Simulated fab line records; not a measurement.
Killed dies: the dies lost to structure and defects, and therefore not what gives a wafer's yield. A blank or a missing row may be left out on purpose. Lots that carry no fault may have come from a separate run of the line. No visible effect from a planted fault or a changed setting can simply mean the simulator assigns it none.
Chamber matching / flow nand_harc / rie_diel-09 running NHARC_A_BLC_STRIP_21: 4 sister chambers
The step strips in O2. 27 wafers are shown with their chamber, then 12 later ones without.

## WAFERS PAIRED WITH THEIR CHAMBERS
wafer=L075.1; chamber=0; showerhead_plenum_p_Torr (Torr)=3.66; drypump_motor_current_A (A)=5.84; oes_product_au (a.u.)=1.005
wafer=L075.2; chamber=2; showerhead_plenum_p_Torr (Torr)=3.52; drypump_motor_current_A (A)=6.00; oes_product_au (a.u.)=0.994
wafer=L075.4; chamber=3; showerhead_plenum_p_Torr (Torr)=3.47; drypump_motor_current_A (A)=6.12; oes_product_au (a.u.)=1.000
wafer=L077.1; chamber=3; showerhead_plenum_p_Torr (Torr)=3.47; drypump_motor_current_A (A)=6.12; oes_product_au (a.u.)=1.005
wafer=L077.2; chamber=0; showerhead_plenum_p_Torr (Torr)=3.66; drypump_motor_current_A (A)=5.85; oes_product_au (a.u.)=1.002
wafer=L077.5; chamber=3; showerhead_plenum_p_Torr (Torr)=3.47; drypump_motor_current_A (A)=6.14; oes_product_au (a.u.)=1.004
wafer=L076.4; chamber=0; showerhead_plenum_p_Torr (Torr)=3.66; drypump_motor_current_A (A)=5.82; oes_product_au (a.u.)=1.000
wafer=L076.5; chamber=3; showerhead_plenum_p_Torr (Torr)=3.47; drypump_motor_current_A (A)=6.13; oes_product_au (a.u.)=1.003
wafer=L076.6; chamber=2; showerhead_plenum_p_Torr (Torr)=3.52; drypump_motor_current_A (A)=6.03; oes_product_au (a.u.)=0.997
wafer=L080.2; chamber=1; showerhead_plenum_p_Torr (Torr)=3.43; drypump_motor_current_A (A)=5.91; oes_product_au (a.u.)=1.008
wafer=L080.5; chamber=1; showerhead_plenum_p_Torr (Torr)=3.43; drypump_motor_current_A (A)=5.85; oes_product_au (a.u.)=1.013
wafer=L080.6; chamber=0; showerhead_plenum_p_Torr (Torr)=3.66; drypump_motor_current_A (A)=5.81; oes_product_au (a.u.)=0.985
wafer=L081.1; chamber=2; showerhead_plenum_p_Torr (Torr)=3.52; drypump_motor_current_A (A)=6.01; oes_product_au (a.u.)=1.005
wafer=L081.4; chamber=3; showerhead_plenum_p_Torr (Torr)=3.47; drypump_motor_current_A (A)=6.12; oes_product_au (a.u.)=0.994
wafer=L081.6; chamber=1; showerhead_plenum_p_Torr (Torr)=3.43; drypump_motor_current_A (A)=5.87; oes_product_au (a.u.)=1.000
wafer=L082.1; chamber=2; showerhead_plenum_p_Torr (Torr)=3.52; drypump_motor_current_A (A)=5.99; oes_product_au (a.u.)=1.004
wafer=L082.2; chamber=3; showerhead_plenum_p_Torr (Torr)=3.47; drypump_motor_current_A (A)=6.17; oes_product_au (a.u.)=1.004
wafer=L082.5; chamber=2; showerhead_plenum_p_Torr (Torr)=3.52; drypump_motor_current_A (A)=5.97; oes_product_au (a.u.)=1.000
wafer=L083.3; chamber=2; showerhead_plenum_p_Torr (Torr)=3.52; drypump_motor_current_A (A)=6.00; oes_product_au (a.u.)=1.001
wafer=L083.4; chamber=1; showerhead_plenum_p_Torr (Torr)=3.43; drypump_motor_current_A (A)=5.89; oes_product_au (a.u.)=1.010
wafer=L083.6; chamber=3; showerhead_plenum_p_Torr (Torr)=3.47; drypump_motor_current_A (A)=6.12; oes_product_au (a.u.)=1.003
wafer=L085.3; chamber=3; showerhead_plenum_p_Torr (Torr)=3.46; drypump_motor_current_A (A)=6.13; oes_product_au (a.u.)=1.011
wafer=L085.4; chamber=0; showerhead_plenum_p_Torr (Torr)=3.65; drypump_motor_current_A (A)=5.80; oes_product_au (a.u.)=1.001
wafer=L085.6; chamber=2; showerhead_plenum_p_Torr (Torr)=3.52; drypump_motor_current_A (A)=6.01; oes_product_au (a.u.)=0.998
wafer=L086.1; chamber=3; showerhead_plenum_p_Torr (Torr)=3.46; drypump_motor_current_A (A)=6.14; oes_product_au (a.u.)=1.003
wafer=L086.3; chamber=1; showerhead_plenum_p_Torr (Torr)=3.43; drypump_motor_current_A (A)=5.90; oes_product_au (a.u.)=1.022
wafer=L086.5; chamber=2; showerhead_plenum_p_Torr (Torr)=3.52; drypump_motor_current_A (A)=6.00; oes_product_au (a.u.)=1.006

SIGNATURES, as means of the wafers listed above
reading=showerhead_plenum_p_Torr; chamber 0=3.6580; chamber 1=3.4300; chamber 2=3.5200; chamber 3=3.4678; scatter within a chamber=0.0032
reading=drypump_motor_current_A; chamber 0=5.8240; chamber 1=5.8840; chamber 2=6.0012; chamber 3=6.1322; scatter within a chamber=0.019
reading=oes_product_au; chamber 0=0.99860; chamber 1=1.01060; chamber 2=1.00062; chamber 3=1.00300; scatter within a chamber=0.00584
Rule: a wafer's distance from a chamber is the root of the sum, over the readings, of the square of ((its reading less the chamber's mean) divided by the reading's scatter). The wafer belongs to the nearest chamber; if the next one is less than 2 further off, it can't be placed. How the scatter is found: for the shown wafers, subtract from each reading the mean of its chamber, square and add these, divide the total by (wafers less chambers), then take the root.

## WAFERS WHOSE CHAMBER IS MISSING
wafer=L087.1; showerhead_plenum_p_Torr (Torr)=3.65; drypump_motor_current_A (A)=5.87; oes_product_au (a.u.)=1.003
wafer=L087.2; showerhead_plenum_p_Torr (Torr)=3.46; drypump_motor_current_A (A)=6.16; oes_product_au (a.u.)=1.007
wafer=L087.5; showerhead_plenum_p_Torr (Torr)=3.43; drypump_motor_current_A (A)=5.82; oes_product_au (a.u.)=1.017
wafer=L090.1; showerhead_plenum_p_Torr (Torr)=3.65; drypump_motor_current_A (A)=5.82; oes_product_au (a.u.)=1.000
wafer=L090.3; showerhead_plenum_p_Torr (Torr)=3.52; drypump_motor_current_A (A)=5.99; oes_product_au (a.u.)=1.013
wafer=L090.6; showerhead_plenum_p_Torr (Torr)=3.43; drypump_motor_current_A (A)=5.88; oes_product_au (a.u.)=1.004
wafer=L093.1; showerhead_plenum_p_Torr (Torr)=3.42; drypump_motor_current_A (A)=5.84; oes_product_au (a.u.)=1.005
wafer=L093.3; showerhead_plenum_p_Torr (Torr)=3.46; drypump_motor_current_A (A)=6.16; oes_product_au (a.u.)=1.008
wafer=L093.5; showerhead_plenum_p_Torr (Torr)=3.65; drypump_motor_current_A (A)=5.85; oes_product_au (a.u.)=1.006
wafer=L096.2; showerhead_plenum_p_Torr (Torr)=3.42; drypump_motor_current_A (A)=5.84; oes_product_au (a.u.)=1.003
wafer=L096.5; showerhead_plenum_p_Torr (Torr)=3.42; drypump_motor_current_A (A)=5.83; oes_product_au (a.u.)=0.995
wafer=L096.6; showerhead_plenum_p_Torr (Torr)=3.65; drypump_motor_current_A (A)=5.85; oes_product_au (a.u.)=1.004

## THE CHAMBER EACH PASSED THROUGH
wafer=L087.1; from the rows above=0; in truth=0
wafer=L087.2; from the rows above=3; in truth=3
wafer=L087.5; from the rows above=1; in truth=1
wafer=L090.1; from the rows above=0; in truth=0
wafer=L090.3; from the rows above=2; in truth=2
wafer=L090.6; from the rows above=1; in truth=1
wafer=L093.1; from the rows above=1; in truth=1
wafer=L093.3; from the rows above=3; in truth=3
wafer=L093.5; from the rows above=0; in truth=0
wafer=L096.2; from the rows above=1; in truth=1
wafer=L096.5; from the rows above=1; in truth=1
wafer=L096.6; from the rows above=0; in truth=0
Correctly placed: 12 of 12. Left unplaced by these rows: 0. Wrongly placed: 0.
